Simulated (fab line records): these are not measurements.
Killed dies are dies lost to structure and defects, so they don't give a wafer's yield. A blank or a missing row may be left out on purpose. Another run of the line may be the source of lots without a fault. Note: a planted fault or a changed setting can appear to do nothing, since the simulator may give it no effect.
Matching of chambers ; flow n5 finfet ; N5_SD_EPI_P_SD_RECESS_17 on rie si-01 has 4 sister chambers
The step chemistry HBr/Cl2/O2, target depth 39.1 nm, bt time 3 s. 20 wafers are shown with their chamber, then 10 later ones without.

## WAFERS, EACH WITH ITS CHAMBER
wafer;chamber;throttle valve pct (%);drypump motor current A (A);oes product au (a.u.)
L074.1;1;37.26;6.2;1.009
L074.4;2;36.92;6.3;1.029
L074.6;3;36.83;5.6;0.965
L078.1;2;36.91;6.3;1.034
L078.2;1;37.25;6.2;1.011
L078.4;0;36.61;6.1;1.030
L080.2;3;36.82;5.6;0.959
L080.3;1;37.26;6.3;1.002
L080.4;2;36.93;6.3;1.028
L082.3;1;37.24;6.2;1.012
L082.4;0;36.60;6.1;1.014
L082.6;2;36.92;6.3;1.027
L084.1;1;37.25;6.2;1.010
L084.3;2;36.92;6.3;1.022
L084.5;1;37.24;6.3;1.007
L087.1;3;36.80;5.6;0.972
L087.2;0;36.62;6.1;1.024
L087.5;0;36.60;6.1;1.025
L089.1;0;36.61;6.1;1.026
L089.4;1;37.24;6.2;1.012

SIGNATURES (averages over the wafers above)
reading;chamber 0;chamber 1;chamber 2;chamber 3;scatter within a chamber
throttle valve pct;36.6080;37.2486;36.9200;36.8167;0.00946
drypump motor current A;6.100;6.229;6.300;5.600;0.0299
oes product au;1.02380;1.00900;1.02800;0.96533;0.00484
Rule: distance of a wafer from a chamber = root of the sum over the readings of ((wafer's reading minus chamber's mean) / reading's scatter) squared. The wafer belongs to the nearest chamber; if the next one is less than 2 further off, it can't be placed. The scatter: take each reading less its chamber's mean, square it, sum over the shown wafers, divide by the number of wafers less the number of chambers, and take the root.

## WAFERS MISSING THEIR CHAMBER
wafer;throttle valve pct (%);drypump motor current A (A);oes product au (a.u.)
L089.6;36.81;5.6;0.964
L092.2;36.91;6.3;1.030
L092.4;37.24;6.2;1.009
L092.5;37.24;6.3;1.014
L076.2;37.26;6.2;1.009
L076.3;36.91;6.3;1.027
L076.5;37.24;6.3;1.013
L097.1;36.81;5.6;0.971
L097.3;36.92;6.4;1.020
L097.6;36.91;6.3;1.029

## WHICH CHAMBER EACH WENT THROUGH
wafer;from the rows above;in truth
L089.6;3;3
L092.2;2;2
L092.4;1;1
L092.5;1;1
L076.2;1;1
L076.3;2;2
L076.5;1;1
L097.1;3;3
L097.3;2;2
L097.6;2;2
Placed correctly: 10 of 10. From these rows, 0 cannot be placed. Placed wrongly: 0.
